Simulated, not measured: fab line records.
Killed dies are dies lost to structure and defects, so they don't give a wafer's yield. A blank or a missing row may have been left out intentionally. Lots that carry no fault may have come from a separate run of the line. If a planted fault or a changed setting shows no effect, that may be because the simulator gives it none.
Which of the tools did it? -- flow n5 finfet -- 27 wafers from 9 lots sampled at 6 of the route's 1938 steps

== WHAT THE GAUGES SHOWED, per wafer ==
N5_FIN_CUT_INSPECT_17: inspects for defects (brightfield). Usual: raw defect count at 227, with a standard deviation of 56.
lot,measured,on,raw defect count,flag
L697,day 2 10:40,defect inspect-02,230 397 282,
L699,day 2 23:46,defect inspect-01,483 530 517,OFF
L703,day 3 22:34,defect inspect-02,579 488 460,OFF
L712,day 6 04:31,defect inspect-02,263 306 161,
L714,day 6 16:15,defect inspect-01,283 257 144,
L715,day 7 00:22,defect inspect-01,311 288 283,
L716,day 7 06:05,defect inspect-02,189 240 294,
L718,day 7 16:46,defect inspect-02,292 245 185,
L719,day 8 01:59,defect inspect-01,291 264 302,

N5_BEOL_M4_RC_MEAS_101. Usual: DIBL_N 37.0 mV/V, standard deviation 1.7; DIBL_P 36.7 mV/V, standard deviation 2; IOFF_N 0.17 nA/um, standard deviation 0.035; IOFF_P 0.22 nA/um, standard deviation 0.035; ION_N 672 uA/um, standard deviation 12; ION_P 461 uA/um, standard deviation 7.5; SS_N 71.6 mV/dec, standard deviation 0.67; SS_P 73.4 mV/dec, standard deviation 0.64; VT_N 250 mV, standard deviation 3.5; VT_P -250 mV, standard deviation 3.5.
lot,measured,on,DIBL_N (mV/V),DIBL_P (mV/V),IOFF_N (nA/um),IOFF_P (nA/um),ION_N (uA/um),ION_P (uA/um),SS_N (mV/dec),SS_P (mV/dec),VT_N (mV),VT_P (mV),flag
L697,day 8 00:55,prober-01,37.2 34.5 34.7,36.6 33.5 33.6,0.19 0.13 0.14,0.27 0.20 0.22,692 663 663,476 461 469,72.1 71.3 71.2,73.0 72.5 73.0,249 252 249,-242 -246 -246,
L699,day 8 19:19,prober-02,37.0 37.2 36.3,36.5 36.3 36.4,0.17 0.19 0.18,0.25 0.25 0.25,665 675 685,462 467 473,71.7 72.0 71.3,73.2 73.1 73.8,249 245 244,-244 -246 -247,
L703,day 9 21:30,prober-01,36.4 38.4 38.2,35.2 37.3 37.7,0.15 0.18 0.18,0.18 0.22 0.23,681 685 691,461 458 469,71.3 72.1 72.2,72.5 72.7 73.2,251 248 249,-253 -252 -252,
L712,day 11 17:05,prober-02,36.5 37.1 41.1,36.5 36.3 40.7,0.17 0.16 0.27,0.24 0.23 0.32,683 679 688,469 467 470,71.2 70.8 72.2,73.5 72.1 74.2,249 248 241,-243 -248 -242,
L714,day 13 09:46,prober-02,39.9 38.7 39.5,39.9 39.0 38.5,0.24 0.21 0.21,0.27 0.25 0.24,683 677 681,455 454 461,72.4 71.9 71.9,74.1 74.2 73.4,244 246 247,-247 -249 -253,
L715,day 13 08:39,prober-01,39.6 37.1 37.6,42.4 39.0 39.3,0.21 0.16 0.15,0.29 0.22 0.22,678 670 666,466 467 452,72.8 71.3 72.0,73.9 73.5 73.6,247 250 251,-248 -248 -249,
L716,day 13 12:13,prober-01,36.6 36.6 37.1,36.0 35.7 36.4,0.14 0.15 0.16,0.21 0.21 0.21,662 669 672,460 464 461,72.5 71.4 71.9,72.9 73.2 73.1,251 253 251,-250 -249 -250,
L718,day 14 10:43,prober-02,35.5 36.0 35.8,34.4 35.2 34.2,0.15 0.16 0.14,0.20 0.22 0.20,675 678 664,467 466 461,72.0 71.8 71.2,73.6 73.5 73.1,250 246 251,-250 -249 -252,
L719,day 13 12:05,prober-02,37.0 35.9 39.1,35.8 34.6 38.2,0.15 0.13 0.19,0.21 0.19 0.25,680 658 690,467 460 470,71.1 70.7 72.1,73.7 72.8 73.5,250 251 246,-247 -250 -248,

== WHICH TOOL RAN EACH LOT (tool, then ch and the chambers of the sampled wafers, then the start) ==
lot,N5_FIN_CUT_ETCH_21,N5_FIN_CUT_STRIP_22,N5_STI_FIN_REVEAL_ALD_00,N5_STI_FIN_REVEAL_CMP_04
L697,"rie diel-02 ch 0,3, day 2 09:51","rie diel-04 ch 0,1,2, day 2 10:31","ald sin-04 ch 1,3, day 2 10:43","cmp-01 ch 2,3, day 2 16:24"
L699,"rie diel-02 ch 1,2, day 2 22:56","rie diel-04 ch 1,2,3, day 2 23:36","ald sin-04 ch 1,2,3, day 2 23:48","cmp-03 ch 0,1,2, day 3 04:53"
L703,"rie diel-02 ch 0,1,2, day 3 21:43","rie diel-04 ch 0,1,2, day 3 22:24","ald sin-04 ch 0,2,3, day 3 22:53","cmp-02 ch 0,2,3, day 4 04:01"
L712,"rie diel-02 ch 2,3, day 6 03:40","rie diel-02 ch 1,3, day 6 04:21","ald sin-04 ch 0,2,3, day 6 05:20","cmp-01 ch 0,2,3, day 6 10:26"
L714,"rie diel-02 ch 1,2,3, day 6 15:35","rie diel-06 ch 1,2, day 6 16:05","ald sin-04 ch 0,1,2, day 6 16:41","cmp-01 ch 1,2,3, day 6 21:50"
L715,"rie diel-06 ch 0,2,3, day 6 23:14","rie diel-06 ch 1,2,3, day 7 00:12","ald sin-01 ch 0,1,3, day 7 00:36","cmp-02 ch 1,2, day 7 06:30"
L716,"rie diel-04 ch 1,2,3, day 7 05:11","rie diel-04 ch 0,1,2, day 7 05:51","ald sin-04 ch 0,1, day 7 06:38","cmp-02 ch 0,1,2, day 7 11:43"
L718,"rie diel-04 ch 0,3, day 7 15:52","rie diel-04 ch 0,2, day 7 16:32","ald sin-02 ch 2,3, day 7 16:48","cmp-02 ch 0,1,3, day 7 22:29"
L719,"rie diel-04 ch 1,2,3, day 8 01:05","rie diel-02 ch 0,2,3, day 8 01:46","ald sin-01 ch 0,1,3, day 8 02:02","cmp-02 ch 1,3, day 8 07:45"
- N5_FIN_CUT_ETCH_21: etches SOC in N2/H2, target depth 219 nm, overetch 43.8 nm, time 523.5 s.
- N5_FIN_CUT_STRIP_22: strips in N2/H2.
- N5_STI_FIN_REVEAL_ALD_00: deposits SiO2, target thk 1 nm, pulse time 1 s.
- N5_STI_FIN_REVEAL_CMP_04: polishes, stops on Si3N4, t overpolish 4 s, target thk 131.83 nm.

== AS READ BY THE TOOLS THEMSELVES (means over the sampled wafers that have a number; for cases with no such wafer, the mark the record gives instead) ==
N5_FIN_CUT_ETCH_21. Usual: drypump motor current A 5.7 A, standard deviation 0.35; h2 flow sccm 200.0 sccm, standard deviation 0.61; oes product au 0.73 a.u., standard deviation 0.07; rf vpp V 241.0 V, standard deviation 1.2; showerhead plenum p Torr 2.57 Torr, standard deviation 0.067; throttle valve pct 17.82 %, standard deviation 0.24.
lot,tool,drypump motor current A (A),h2 flow sccm (sccm),oes product au (a.u.),rf vpp V (V),showerhead plenum p Torr (Torr),throttle valve pct (%),flag
L697,rie diel-02,5.4,200.7,0.70,241.8,2.62,18.09,
L699,rie diel-02,5.9,199.3,0.84,240.7,2.59,17.99,
L703,rie diel-02,5.7,200.5,0.74,242.0,2.60,18.11,
L712,rie diel-02,5.4,201.0,0.70,241.2,2.57,17.75,
L714,rie diel-02,5.6,199.9,0.76,240.7,2.58,17.85,
L715,rie diel-06,5.5,199.4,0.71,241.3,2.52,17.85,
L716,rie diel-04,5.8,200.1,0.72,241.3,2.59,17.74,
L718,rie diel-04,5.8,200.2,0.67,240.5,2.56,17.72,
L719,rie diel-04,5.8,199.7,0.71,241.7,2.59,17.76,

N5_FIN_CUT_STRIP_22. Usual: drypump motor current A 5.7 A, standard deviation 0.34; h2 flow sccm 299.9 sccm, standard deviation 0.85; oes product au 0.79 a.u., standard deviation 0.083; rf vpp V 54.2 V, standard deviation 2.2; showerhead plenum p Torr 3.40 Torr, standard deviation 0.082; throttle valve pct 19.0 %, standard deviation 0.35.
lot,tool,drypump motor current A (A),h2 flow sccm (sccm),oes product au (a.u.),rf vpp V (V),showerhead plenum p Torr (Torr),throttle valve pct (%),flag
L697,rie diel-04,6.0,299.6,0.80,55.0,3.37,18.7,
L699,rie diel-04,5.8,300.1,0.81,53.5,3.43,18.9,
L703,rie diel-04,6.0,300.4,0.78,55.1,3.37,18.7,
L712,rie diel-02,5.8,299.6,0.89,53.7,3.44,19.0,
L714,rie diel-06,5.8,299.8,0.85,52.2,3.32,18.8,
L715,rie diel-06,5.6,300.1,0.80,55.5,3.30,19.1,
L716,rie diel-04,6.0,299.9,0.76,55.2,3.36,18.8,
L718,rie diel-04,6.0,300.8,0.72,56.0,3.37,18.6,
L719,rie diel-02,5.4,300.0,0.82,56.5,3.41,19.1,

N5_STI_FIN_REVEAL_ALD_00. Usual: heater power w 453 W, standard deviation 45; precursor pulse height rel 1.002, standard deviation 0.02.
lot,tool,heater power w (W),precursor pulse height rel,flag
L697,ald sin-04,467,0.998,
L699,ald sin-04,474,1.008,
L703,ald sin-04,447,0.992,
L712,ald sin-04,441,1.007,
L714,ald sin-04,434,1.008,
L715,ald sin-01,461,1.002,
L716,ald sin-04,433,1.007,
L718,ald sin-02,458,1.007,
L719,ald sin-01,455,0.968,

N5_STI_FIN_REVEAL_CMP_04. Usual: edge zone pressure frac 0.999, standard deviation 0.0046; motor current A 8.4 A, standard deviation 0.69; overpolish run s 4.001 s, standard deviation 0.01; time to endpoint s 106 s, standard deviation 6.3.
lot,tool,edge zone pressure frac,motor current A (A),overpolish run s (s),time to endpoint s (s),flag
L697,cmp-01,0.999,8.8,3.980,106,
L699,cmp-03,0.999,9.4,4.003,113,
L703,cmp-02,0.999,7.8,3.992,98,
L712,cmp-01,0.997,8.5,4.001,114,
L714,cmp-01,1.000,8.8,4.001,114,
L715,cmp-02,0.997,7.9,4.001,102,
L716,cmp-02,1.001,8.0,4.001,102,
L718,cmp-02,1.001,7.9,3.994,102,
L719,cmp-02,1.000,7.7,4.003,101,

== THE ANSWER, worked out from the rows above alone ==
Rule: a lot counts as off when the mean over its wafers that have a number is more than 3 standard deviations away from the usual mean. A lot without any number at a reading at which 4 lots or more have one is off too. Any other lot the step has rows for is counted as sound. After the gauges, taken in route order, come the tools' own readings; for these a lot's mean is taken, as printed above. At the first step where some lot is off, the reading lying furthest off is the one used; lots without a number count as furthest.
Off, at N5_FIN_CUT_INSPECT_17 on raw defect count: L699, L703.
If a tool, at a process step before that reading, ran all the lots that are off and no sound lot after the first of them, it fits. The gauges at N5_FIN_CUT_INSPECT_17 are tried like those tools. None of those tried fits.

== WHAT THE SIMULATOR PUT IN ==
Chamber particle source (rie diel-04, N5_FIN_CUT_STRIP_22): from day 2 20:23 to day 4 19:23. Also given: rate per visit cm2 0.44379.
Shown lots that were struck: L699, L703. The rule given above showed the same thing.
